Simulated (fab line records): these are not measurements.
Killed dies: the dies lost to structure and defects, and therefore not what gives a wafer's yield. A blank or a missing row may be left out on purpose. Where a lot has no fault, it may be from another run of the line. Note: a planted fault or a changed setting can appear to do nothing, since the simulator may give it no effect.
A struck lot beside a sound one + flow n5 finfet + 39 steps out of a route of 1938
Sound: the wafers L821.3, L821.4, L821.5. The struck wafers were L814.2, L814.5, L814.6. At the end, the cause is stated.
At each step with rows: each side's tool, then ch and its chambers, then its first start. Under that, the readings that differ: sound wafers + struck wafers + difference of the means + sigmas: that difference in standard deviations of wafers without a fault.
alike: words and numbers the same on both sides, and readings whose means are apart by under 2 such deviations; not compared: readings that were withheld, readings missing a value for some wafer, numbers with overlapping values and no deviation given by the record, and bounds like >300 which may hide the same value.
A row with sigmas, a row that says differs or no value, or rows on one side alone: a step with any of these is where the two part. Numbers that have no deviation but don't overlap get no sigmas and don't part them. Lack of a reading on every wafer of one side parts them only where that side has two or more wafers.

first, 9 steps without rows for these wafers: N5_HKMG_FIN_PEB_10 (peb time 60 s); N5_HKMG_FIN_DEVELOP_11 (develop time 30 s); N5_HKMG_FIN_DESCUM_17 (chemistry O2, time 7.9 s); N5_HKMG_FIN_ETCH_31 (etches SiARC in CF4, target depth 45.5 nm, time 75.8 s); N5_HKMG_FIN_ETCH_32 (etches SOC in N2/H2, target depth 240 nm, time 300 s); N5_HKMG_FIN_STRIP_33 (strips in N2/H2); N5_HKMG_FIN_STRIP_34 (strips in CF4); N5_HKMG_FIN_ETCH_35 (etches SOC in N2/H2, target depth 215.8 nm, time 243.4 s); N5_HKMG_FIN_STRIP_92 (strips SOC in N2/H2, time 20 s).
N5_HKMG_FIN_WET_ETCH_18: etches TiN in SC1, time 55 s, target depth 5.2 nm, rinse time 30 s.
  sound on wet bench-01 ch 0,3,7, day 9 22:29; struck on wet bench-06 ch 1,2,7, day 7 23:37
  no value came back on the struck wafers for bath heat duty pct (%), diw flow mL min; on the sound wafers bath heat duty pct (%) reads 6.4 6.9 6.5
  not compared: bath guard temp C, temp c
then, 27 steps without rows for these wafers: N5_HKMG_FIN_STRIP_19 (strips in N2/H2, time 360 s); N5_HKMG_FIN_ALD_91 (deposits TiN, target thk 1 nm, pulse time 1 s, purge time 3 s); N5_HKMG_FIN_COAT_85 (time 60 s, resist thk 300 nm); N5_HKMG_FIN_ETCH_86 (etches SOC in N2/H2, stops on TiN, target depth 393.2 nm); N5_HKMG_FIN_STRIP_89 (strips SOC in N2/H2, time 20 s); N5_HKMG_FIN_WET_ETCH_87 (etches TiN in SC1, time 154.2 s, target depth 4.7 nm, rinse time 30 s); N5_HKMG_FIN_STRIP_88 (strips in N2/H2, time 360 s); N5_HKMG_FIN_NWFM_ALD_20 (deposits TiAlC, target thk 2 nm, pulse time 3 s, purge time 2 s); N5_HKMG_FIN_ALD_71 (deposits TiN, target thk 1 nm, pulse time 1 s, purge time 3 s); N5_HKMG_FIN_COAT_66 (time 60 s, resist thk 300 nm); N5_HKMG_FIN_ETCH_67 (etches SOC in N2/H2, stops on TiN, target depth 388.9 nm); N5_HKMG_FIN_STRIP_90 (strips SOC in N2/H2, time 20 s); N5_HKMG_FIN_WET_ETCH_73 (etches the open film in SC1, time 42.3 s, target depth 1.3 nm, rinse time 30 s); N5_HKMG_FIN_ETCHBACK_68 (etches the open film in Cl2/Ar, stops on HfO2, target depth 0.5 nm); N5_HKMG_FIN_STRIP_69 (strips in N2/H2, time 360 s); N5_HKMG_FIN_ALD_21 (deposits TiN, target thk 1.5 nm, pulse time 1 s, purge time 3 s); N5_HKMG_FIN_ALD_72 (deposits W, target thk 2 nm, pulse time 1 s, purge time 2 s); N5_HKMG_FIN_W_FILL_22 (material W, target thk 60 nm, time 18.2 s); N5_HKMG_FIN_PRECLEAN_83 (cleans in DIW, time 57.5 s); N5_HKMG_FIN_SRD_84 (dry time 32 s); N5_HKMG_FIN_CMP_23 (polishes, stops on SiNx, t overpolish 10 s, target thk 46.326 nm); N5_HKMG_FIN_CMP_94 (polishes, stops on SiNx, t overpolish 4.7 s, target thk 43.299 nm); N5_GATE_CUT_ETCHBACK_00 (etches W in SF6/Cl2); N5_GATE_CUT_ETCH_56 (etches TiN in Cl2/Ar, target depth 21.6 nm); N5_GATE_CUT_ETCHBACK_30 (etches TiN in Cl2/Ar, target depth 3 nm); N5_GATE_CUT_VAPOR_ETCH_60 (etches HfO2 in BCl3/Cl2); N5_GATE_CUT_ETCH_58 (etches SiNx in CH3F/O2, target depth 17 nm, time 128.6 s).
-- here the record skips 4 days between the struck wafers' starts before and after, leaving off in module GATE_CUT and picking up in module BEOL_M4 (first step shown: number 1111 of the route) --
N5_BEOL_M4_RC_MEAS_101:
  sound on prober-02 ch 0, day 13 15:06; struck on prober-02 ch 0, day 11 20:04
| reading             | sound                      | struck                    | difference | sigmas      |
|---------------------|----------------------------|---------------------------|------------|-------------|
| IOFF_N (nA/um)      | 0.176 0.180 0.198          | 0.000 0.000 0.000         | -0.185     | -9          |
| IOFF_N_85C (nA/um)  | 3.4 3.4 3.7                | 0.0 0.0 0.0               | -3.5       | -10         |
| IOFF_N_LIN (nA/um)  | 0.080 0.079 0.086          | 0.000 0.000 0.000         | -0.082     | -11         |
| IOFF_N_LONG (nA/um) | 5.37e-05 5.48e-05 5.49e-05 | 3.08e-05 3.13e-05 3.1e-05 | -2.34e-05  | -12         |
| ION_N (uA/um)       | 681 679 687                | 238 237 239               | -444       | -52         |
| VT_N (mV)           | 248.3 246.9 246.9          | 462.7 457.3 461.2         | +213.0     | +89         |
| VT_N_LONG (mV)      | 274.4 272.9 272.5          | 475.6 480.5 476.8         | +204.4     | +99 or more |
| VT_N_LVT (mV)       | 95.8 97.2 94.0             | 311.4 312.0 308.9         | +215.1     | +77         |
  alike: DIBL_N, DIBL_P, IOFF_P, ION_P, SS_N, SS_P, VT_P
-- the record jumps here: 4 days lie between the struck wafers' starts before and after (it left off in module BEOL_M4 and takes up again in module PASSIVATION, whose first step shown is number 1936 of the route) --
N5_PASSIVATION_PROBE_49:
  sound: prober-02 at day 18 02:53; struck: prober-01 at day 16 04:46
| reading              | sound          | struck            | difference | sigmas |
|----------------------|----------------|-------------------|------------|--------|
| sort_bin_8_speed (%) | 0 0 0          | 90.76 90.51 89.83 | +90.37     |        |
| sort n pass          | 1063 1037 1067 | 0 0 0             | -1056      | -59    |
| sort yield pct (%)   | 90.1 87.9 90.4 | 0 0 0             | -89        | -60    |
  alike: defect limited yield, killed_at_M0_to_M3, killed_at_M4_up, killed at contacts, killed at front end, killed at other, killed dies, killed open, killed short, sort_bin_5_function, sort_bin_6_memory

## WHERE THEY PART
First at N5_HKMG_FIN_WET_ETCH_18; last, within this record, at N5_PASSIVATION_PROBE_49.

WHY: whatever the simulator had introduced
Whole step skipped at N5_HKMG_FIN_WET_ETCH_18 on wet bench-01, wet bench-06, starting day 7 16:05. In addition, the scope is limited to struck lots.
